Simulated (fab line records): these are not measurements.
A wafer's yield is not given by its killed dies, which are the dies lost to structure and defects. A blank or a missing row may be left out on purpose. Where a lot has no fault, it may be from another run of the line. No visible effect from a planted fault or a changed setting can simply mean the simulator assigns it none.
A struck lot beside a sound one ; flow nand harc ; 15 steps out of a route of 1159
Sound: these wafers, L498.3, L498.4, L498.6. The struck wafers were L507.1, L507.4, L507.5. At the end, the cause is stated.
Per side, at each step with rows, come the tool, then ch with its chambers, and then its first start. Under that, the readings that differ: sound wafers ; struck wafers ; difference of the means ; sigmas: that difference in standard deviations of wafers without a fault.
alike: readings whose means differ by less than 2 such deviations, and words and numbers that are the same on both sides. not compared: withheld readings, readings that some wafer has no value for, bounds like >300 that may hide the same value, and numbers for which the record gives no deviation and whose values overlap.
A row with sigmas, a row that says differs or no value, or rows on one side alone: a step with any of these is where the two part. Numbers that don't overlap but have no deviation are shown without sigmas and don't part them. Lack of a reading on every wafer of one side parts them only where that side has two or more wafers.

first, 9 steps without rows for these wafers: NHARC_THIN_TSV_PVD_24 (deposits Al, target thk 800 nm); NHARC_THIN_TSV_DEHYDRATE_25 (time 120 s); NHARC_THIN_TSV_HMDS_26 (time 30 s); NHARC_THIN_TSV_COAT_27; NHARC_THIN_TSV_SOFTBAKE_28 (time 95 s); NHARC_THIN_TSV_EBR_29; NHARC_THIN_TSV_EXPOSE_30 (exposes mask PAD); NHARC_THIN_TSV_PEB_31 (peb time 85 s); NHARC_THIN_TSV_DEVELOP_32 (time 70 s).
NHARC_THIN_TSV_CD_MEAS_33 targets a cd of 5000 nm.
  sound on cd sem-01 ch 0, day 19 09:44; struck on cd sem-01 ch 0, day 22 03:29
  alike: cd nm
then, 1 step without rows for these wafers: NHARC_THIN_TSV_HARDBAKE_34 (time 80 s).
NHARC_THIN_TSV_DESCUM_35: chemistry O2, time 3 s.
  sound on rie diel-13 ch 0,1,2, day 19 09:53; struck on rie diel-05 ch 0,3, day 22 03:40
reading;sound;struck;difference;sigmas
oes product au (a.u.);0.977 1.003 0.994;1.004 1.011 1.012;+0.018;+2
  alike: drypump motor current A, rf vpp V, showerhead plenum p Torr, throttle valve pct
  not compared: rf hours counter h
NHARC_THIN_TSV_ETCH_59: etches the open film in Cl2/BCl3, target depth 880 nm, time 138.1 s.
  sound on rie metal-02 ch 0,1, day 19 10:05; struck on rie metal-02 ch 1, day 22 03:47
reading;sound;struck;difference;sigmas
oes product au (a.u.);1.019 0.992 1.004;0.894 0.890 0.891;-0.113;-10
  alike: drypump motor current A, throttle valve pct
  not compared: rf hours counter h
NHARC_THIN_TSV_ETCH_36: etches the open film in Cl2/BCl3, target depth 65 nm, time 18.571 s.
  sound on rie metal-02 ch 0,1, day 19 10:17; struck on rie metal-02 ch 1, day 22 04:16
  alike: drypump motor current A, oes product au
  not compared: rf hours counter h
NHARC_END_SORT_01:
  sound on prober-02 ch 0, day 20 06:23; struck on prober-01 ch 0, day 22 15:13
reading;sound;struck;difference;sigmas
defect limited yield (%);97.0 97.0 96.8;0 0 0;-97;-54
killed at other;0 0 1;637 627 639;+634;+99 or more
killed dies;20 20 22;677 677 677;+656;+55
sort_bin_2_pct (%);1.2 0.7 0.4;2.7 2.1 1.9;+1.5;+2
sort_bin_3_pct (%);0 0.44 0.59;94.09 92.76 94.83;+93.55;+99 or more
sort n pass;657 657 655;0 0 0;-656;-55
sort rim yield pct (%);97.2 99.1 100.0;0 0 0;-99;-35
sort yield pct (%);97.0 97.0 96.8;0 0 0;-97;-54
  alike: killed at array, killed at periphery, killed open, killed short, sort_bin_4_pct

## WHERE THEY PART
Earliest at NHARC_THIN_TSV_DESCUM_35; latest, in this record, at NHARC_END_SORT_01.

WHY: what the simulator had put in
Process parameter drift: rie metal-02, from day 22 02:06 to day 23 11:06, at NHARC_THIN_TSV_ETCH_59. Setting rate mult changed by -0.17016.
